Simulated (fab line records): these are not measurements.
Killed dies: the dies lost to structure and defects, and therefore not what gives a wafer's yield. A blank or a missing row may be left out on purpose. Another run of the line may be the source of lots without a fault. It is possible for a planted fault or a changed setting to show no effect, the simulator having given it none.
Which of the tools did it? -- flow nand-harc -- Sampling: 24 lots, 72 wafers, 3 of 1302 route steps

WHAT EACH GAUGE READ, for each wafer
NHARC_A_M0_INSPECT_27. Usual: 523 for raw-defect-count, sd 110.
lot,measured,on,raw-defect-count,flag
L074,day 23 06:47,defect-inspect-01,458 436 350,
L075,day 23 07:37,defect-inspect-02,471 476 398,
L076,day 23 13:14,defect-inspect-02,415 511 445,
L077,day 24 13:49,defect-inspect-01,469 502 373,
L079,day 25 00:48,defect-inspect-01,426 323 422,
L078,day 25 14:56,defect-inspect-01,454 387 392,
L081,day 25 20:29,defect-inspect-01,475 528 617,
L082,day 26 07:30,defect-inspect-02,480 469 720,
L080,day 26 10:44,defect-inspect-01,430 450 467,
L083,day 26 12:08,defect-inspect-01,788 521 474,
L084,day 26 17:44,defect-inspect-01,523 621 505,
L085,day 27 15:49,defect-inspect-02,576 588 660,
L086,day 27 21:30,defect-inspect-01,386 401 331,
L087,day 27 23:55,defect-inspect-01,568 700 528,
L088,day 29 04:52,defect-inspect-02,542 512 572,
L089,day 29 06:34,defect-inspect-02,468 507 465,
L090,day 30 00:07,defect-inspect-01,723 507 544,
L091,day 30 01:14,defect-inspect-01,436 488 377,
L092,day 30 05:14,defect-inspect-02,674 576 608,
L093,day 30 21:32,defect-inspect-01,515 627 628,
L096,day 31 04:19,defect-inspect-02,576 716 513,
L094,day 31 04:38,defect-inspect-01,562 604 494,
L095,day 31 10:01,defect-inspect-02,644 632 632,
L097,day 32 21:48,defect-inspect-01,709 685 572,

WHICH TOOL RAN EACH LOT (tool, then ch and the chambers of the sampled wafers, then the start)
lot,NHARC_A_BLC_ETCH_17,NHARC_A_M0_PRE_CLEAN_29
L074,"rie-diel-04 ch 0,1,2, day 23 06:47 or earlier","pvd-sputter-01, day 23 06:47 or earlier"
L075,"rie-diel-04 ch 0,1, day 23 07:37 or earlier","pvd-sputter-01, day 23 07:37 or earlier"
L076,"rie-diel-07 ch 0,1,2, day 23 13:14 or earlier","pvd-sputter-01, day 23 13:14 or earlier"
L077,"rie-diel-04 ch 1,2, day 24 13:49 or earlier","pvd-sputter-03, day 24 13:49 or earlier"
L079,"rie-diel-04 ch 1,2,3, day 25 00:48 or earlier","pvd-sputter-03, day 25 00:48 or earlier"
L078,"rie-diel-04 ch 0,1, day 25 14:56 or earlier","pvd-sputter-03, day 25 14:56 or earlier"
L081,"rie-diel-07 ch 1,2,3, day 25 20:29 or earlier","pvd-sputter-02, day 25 20:29 or earlier"
L082,"rie-diel-04 ch 0,2,3, day 26 07:30 or earlier","pvd-sputter-03, day 26 07:30 or earlier"
L080,"rie-diel-04 ch 1,2,3, day 26 10:44 or earlier","pvd-sputter-01, day 26 10:44 or earlier"
L083,"rie-diel-04 ch 2,3, day 26 12:08 or earlier","pvd-sputter-02, day 26 12:08 or earlier"
L084,"rie-diel-07 ch 1,2, day 26 17:44 or earlier","pvd-sputter-01, day 26 17:44 or earlier"
L085,"rie-diel-07 ch 0,1,3, day 27 15:49 or earlier","pvd-sputter-03, day 27 15:49 or earlier"
L086,"rie-diel-07 ch 0,3, day 27 21:30 or earlier","pvd-sputter-01, day 27 21:30 or earlier"
L087,"rie-diel-04 ch 0,1,3, day 27 23:55 or earlier","pvd-sputter-01, day 27 23:55 or earlier"
L088,"rie-diel-07 ch 0,1,3, day 29 04:52 or earlier","pvd-sputter-03, day 29 04:52 or earlier"
L089,"rie-diel-07 ch 0,1,2, day 29 06:34 or earlier","pvd-sputter-03, day 29 06:34 or earlier"
L090,"rie-diel-04 ch 0,1, day 30 00:07 or earlier","pvd-sputter-02, day 30 00:07 or earlier"
L091,"rie-diel-04 ch 0,1,2, day 30 01:14 or earlier","pvd-sputter-02, day 30 01:14 or earlier"
L092,"rie-diel-04 ch 1,2,3, day 30 05:14 or earlier","pvd-sputter-03, day 30 05:14 or earlier"
L093,"rie-diel-13 ch 1,2,3, day 30 21:32 or earlier","pvd-sputter-02, day 30 21:32 or earlier"
L096,"rie-diel-07 ch 0,1,3, day 31 04:19 or earlier","pvd-sputter-02, day 31 04:19 or earlier"
L094,"rie-diel-04 ch 1,2,3, day 31 04:38 or earlier","pvd-sputter-01, day 31 04:38 or earlier"
L095,"rie-diel-07 ch 0,3, day 31 10:01 or earlier","pvd-sputter-02, day 31 10:01 or earlier"
L097,"rie-diel-04 ch 1,2,3, day 32 21:48 or earlier","pvd-sputter-02, day 32 21:48 or earlier"
- NHARC_A_BLC_ETCH_17: etches the open film in N2/H2, target depth 390 nm, time 609.38 s.
- NHARC_A_M0_PRE_CLEAN_29: time 30 s.

WHAT THE TOOLS THEMSELVES READ (means of the sampled wafers that have a number; where no wafer has one, the mark that the record gives instead)
NHARC_A_BLC_ETCH_17. Usual: drypump-motor-current-A 5.7 A, standard deviation 0.51; n2-flow-sccm 150.0 sccm, standard deviation 0.44; oes-product-au 1.002 a.u., standard deviation 0.0083; rf-vpp-V 430.2 V, standard deviation 2.3; showerhead-plenum-p-Torr 2.03 Torr, standard deviation 0.082; throttle-valve-pct 14.172 %, standard deviation 0.0092.
lot,tool,drypump-motor-current-A (A),n2-flow-sccm (sccm),oes-product-au (a.u.),rf-vpp-V (V),showerhead-plenum-p-Torr (Torr),throttle-valve-pct (%),flag
L074,rie-diel-04,5.4,150.1,1.004,431.2,2.07,14.169,
L075,rie-diel-04,5.2,149.7,1.000,431.7,2.10,14.169,
L076,rie-diel-07,5.6,150.1,1.008,428.2,1.95,14.185,
L077,rie-diel-04,5.6,150.0,1.005,431.6,2.07,14.175,
L079,rie-diel-04,5.9,150.5,1.000,430.0,2.02,14.163,
L078,rie-diel-04,5.4,150.0,1.002,432.1,2.10,14.177,
L081,rie-diel-07,5.8,150.0,1.000,429.8,2.03,14.179,
L082,rie-diel-04,5.7,149.9,1.007,429.2,2.02,14.161,
L080,rie-diel-04,5.9,149.8,0.991,431.3,2.02,14.170,
L083,rie-diel-04,5.9,149.7,0.993,428.6,1.99,14.175,
L084,rie-diel-07,5.4,149.8,1.007,427.5,1.95,14.173,
L085,rie-diel-07,6.0,150.3,1.000,429.7,2.03,14.167,
L086,rie-diel-07,6.3,150.0,1.002,431.9,2.10,14.174,
L087,rie-diel-04,5.7,150.1,1.007,431.2,2.05,14.176,
L088,rie-diel-07,5.9,150.5,1.006,430.3,2.02,14.178,
L089,rie-diel-07,5.7,150.0,1.009,428.1,1.95,14.172,
L090,rie-diel-04,5.2,149.8,1.007,432.0,2.10,14.174,
L091,rie-diel-04,5.4,149.7,0.999,431.4,2.07,14.170,
L092,rie-diel-04,5.9,150.0,0.991,429.6,2.02,14.175,
L093,rie-diel-13,5.6,149.9,0.998,430.8,2.07,14.174,
L096,rie-diel-07,5.9,149.7,1.008,429.3,2.02,14.179,
L094,rie-diel-04,6.0,150.0,1.010,430.2,2.02,14.175,
L095,rie-diel-07,6.1,149.3,0.999,430.3,2.02,14.167,
L097,rie-diel-04,5.9,150.1,1.007,430.3,2.02,14.167,

NHARC_A_M0_PRE_CLEAN_29. Usual: 387 W for heater-power-w, sd 39.
lot,tool,heater-power-w (W),flag
L074,pvd-sputter-01,375,
L075,pvd-sputter-01,398,
L076,pvd-sputter-01,385,
L077,pvd-sputter-03,416,
L079,pvd-sputter-03,395,
L078,pvd-sputter-03,365,
L081,pvd-sputter-02,396,
L082,pvd-sputter-03,401,
L080,pvd-sputter-01,379,
L083,pvd-sputter-02,406,
L084,pvd-sputter-01,386,
L085,pvd-sputter-03,383,
L086,pvd-sputter-01,369,
L087,pvd-sputter-01,377,
L088,pvd-sputter-03,450,
L089,pvd-sputter-03,398,
L090,pvd-sputter-02,369,
L091,pvd-sputter-02,390,
L092,pvd-sputter-03,450,
L093,pvd-sputter-02,369,
L096,pvd-sputter-02,352,
L094,pvd-sputter-01,398,
L095,pvd-sputter-02,368,
L097,pvd-sputter-02,354,

THE ANSWER, worked out from the rows above alone
Rule: lot off if the mean of its wafers having a number is beyond 3 standard deviations from the usual mean. Also off: a lot with no number at a reading for which 4 or more lots have one. Where the step has rows for the other lots, those lots are counted as sound. The gauges are gone through in route order, then the tools' own readings, and for those a lot's mean is taken as printed above. At the first step where some lot is off, the reading lying furthest off is the one used; lots without a number count as furthest.
No lot is off at any reading shown: from this, nothing can be told.

WHAT THE SIMULATOR PUT IN
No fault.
